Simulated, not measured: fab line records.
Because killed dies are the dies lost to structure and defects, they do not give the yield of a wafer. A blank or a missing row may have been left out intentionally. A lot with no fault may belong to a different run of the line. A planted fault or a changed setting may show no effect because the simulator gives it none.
Which tool is to blame? :: flow n5Finfet :: Sampling: 10 lots, 30 wafers, 4 of 1938 route steps

WHAT EACH GAUGE READ, for each wafer
N5_BEOL_M4_RC_MEAS_101.
lot: L310
measured: day 8 22:53
on: prober-01
IOFF_P_LONG (nA/um): 0.000106 0.000105 0.000103

lot: L311
measured: day 9 05:32
on: prober-01
IOFF_P_LONG (nA/um): 9.5e-05 9.8e-05 0.000101

lot: L313
measured: day 9 13:25
on: prober-02
IOFF_P_LONG (nA/um): 9.6e-05 9.5e-05 9.6e-05

lot: L314
measured: day 10 08:22
on: prober-01
IOFF_P_LONG (nA/um): 9.5e-05 9e-05 9.6e-05

lot: L315
measured: day 10 08:34
on: prober-02
IOFF_P_LONG (nA/um): 9.2e-05 9.6e-05 9.4e-05

lot: L316
measured: day 10 12:04
on: prober-01
IOFF_P_LONG (nA/um): 0.000605 0.000623 0.00062

lot: L320
measured: day 11 01:50
on: prober-01
IOFF_P_LONG (nA/um): 0.000699 0.000681 0.000706

lot: L327
measured: day 13 18:13
on: prober-02
IOFF_P_LONG (nA/um): 0.0001 9.8e-05 0.000103

lot: L329
measured: day 13 23:13
on: prober-02
IOFF_P_LONG (nA/um): 9.7e-05 9.9e-05 0.0001

lot: L330
measured: day 13 18:51
on: prober-01
IOFF_P_LONG (nA/um): 9.3e-05 9.3e-05 9e-05

WHAT TOOL EACH LOT RAN ON (gives the tool, then ch and the chambers of the sampled wafers, and finally the start)
lot: L310
N5_HKMG_FIN_RTA_80: rtpAnneal-02 ch 0, day 4 22:37
N5_BEOL_M4_SPUTTER_90: pvdSputter-02, day 8 20:58
N5_BEOL_M4_ANNEAL_51: rtpAnneal-02 ch 0, day 8 21:52

lot: L311
N5_HKMG_FIN_RTA_80: rtpAnneal-02 ch 0, day 5 00:52
N5_BEOL_M4_SPUTTER_90: pvdSputter-02, day 9 02:15
N5_BEOL_M4_ANNEAL_51: rtpAnneal-01 ch 0, day 9 04:24

lot: L313
N5_HKMG_FIN_RTA_80: rtpAnneal-02 ch 0, day 5 19:42
N5_BEOL_M4_SPUTTER_90: pvdSputter-02, day 9 11:35
N5_BEOL_M4_ANNEAL_51: rtpAnneal-02 ch 0, day 9 12:26

lot: L314
N5_HKMG_FIN_RTA_80: rtpAnneal-02 ch 0, day 6 00:24
N5_BEOL_M4_SPUTTER_90: pvdSputter-01, day 10 06:32
N5_BEOL_M4_ANNEAL_51: rtpAnneal-02 ch 0, day 10 07:24

lot: L315
N5_HKMG_FIN_RTA_80: rtpAnneal-02 ch 0, day 6 07:20
N5_BEOL_M4_SPUTTER_90: pvdSputter-03, day 10 06:41
N5_BEOL_M4_ANNEAL_51: rtpAnneal-02 ch 0, day 10 07:40

lot: L316
N5_HKMG_FIN_RTA_80: rtpAnneal-02 ch 0, day 6 11:47
N5_BEOL_M4_SPUTTER_90: pvdSputter-03, day 10 09:57
N5_BEOL_M4_ANNEAL_51: rtpAnneal-02 ch 0, day 10 10:54

lot: L320
N5_HKMG_FIN_RTA_80: rtpAnneal-02 ch 0, day 7 07:56
N5_BEOL_M4_SPUTTER_90: pvdSputter-02, day 10 23:43
N5_BEOL_M4_ANNEAL_51: rtpAnneal-01 ch 0, day 11 00:43

lot: L327
N5_HKMG_FIN_RTA_80: rtpAnneal-02 ch 0, day 9 08:34
N5_BEOL_M4_SPUTTER_90: pvdSputter-02, day 13 16:17
N5_BEOL_M4_ANNEAL_51: rtpAnneal-01 ch 0, day 13 17:11

lot: L329
N5_HKMG_FIN_RTA_80: rtpAnneal-02 ch 0, day 9 13:34
N5_BEOL_M4_SPUTTER_90: pvdSputter-01, day 13 21:27
N5_BEOL_M4_ANNEAL_51: rtpAnneal-01 ch 0, day 13 22:19

lot: L330
N5_HKMG_FIN_RTA_80: rtpAnneal-02 ch 0, day 9 20:08
N5_BEOL_M4_SPUTTER_90: pvdSputter-01, day 13 16:56
N5_BEOL_M4_ANNEAL_51: rtpAnneal-01 ch 0, day 13 17:50
- N5_HKMG_FIN_RTA_80: time 2 s.
- N5_BEOL_M4_SPUTTER_90: material Cu, target thk 4.5 nm, time 8.29 s.
- N5_BEOL_M4_ANNEAL_51: time 90 s.

THE ANSWER, worked out from the rows above alone
Rule: usual is defined by the lots themselves. Put in order of their means at a reading, lots are off if they are a third of the lots or fewer, leave a main group of 4 or more, and stand apart from it by a gap of 3 or more times the standard deviation of the main group's means; of several such gaps the widest counts. The tables above print the reading to a certain number of digits; a main group whose means all agree to those digits is not used. A lot without any number at a reading at which 4 lots or more have one is off too. Any other lot the step has rows for is counted as sound.
Off: at N5_BEOL_M4_RC_MEAS_101 (IOFF_P_LONG), L316, L320. For the main group the mean is 0.000097 nA/um and the standard deviation 3.9e-06.
A tool fits if, at a process step before that reading, it ran every lot that is off, and no sound lot after the first of them. Those tools and the gauges at N5_BEOL_M4_RC_MEAS_101 are tried in the same way. Of those tried, none fits.

WHAT WAS PUT IN BY THE SIMULATOR
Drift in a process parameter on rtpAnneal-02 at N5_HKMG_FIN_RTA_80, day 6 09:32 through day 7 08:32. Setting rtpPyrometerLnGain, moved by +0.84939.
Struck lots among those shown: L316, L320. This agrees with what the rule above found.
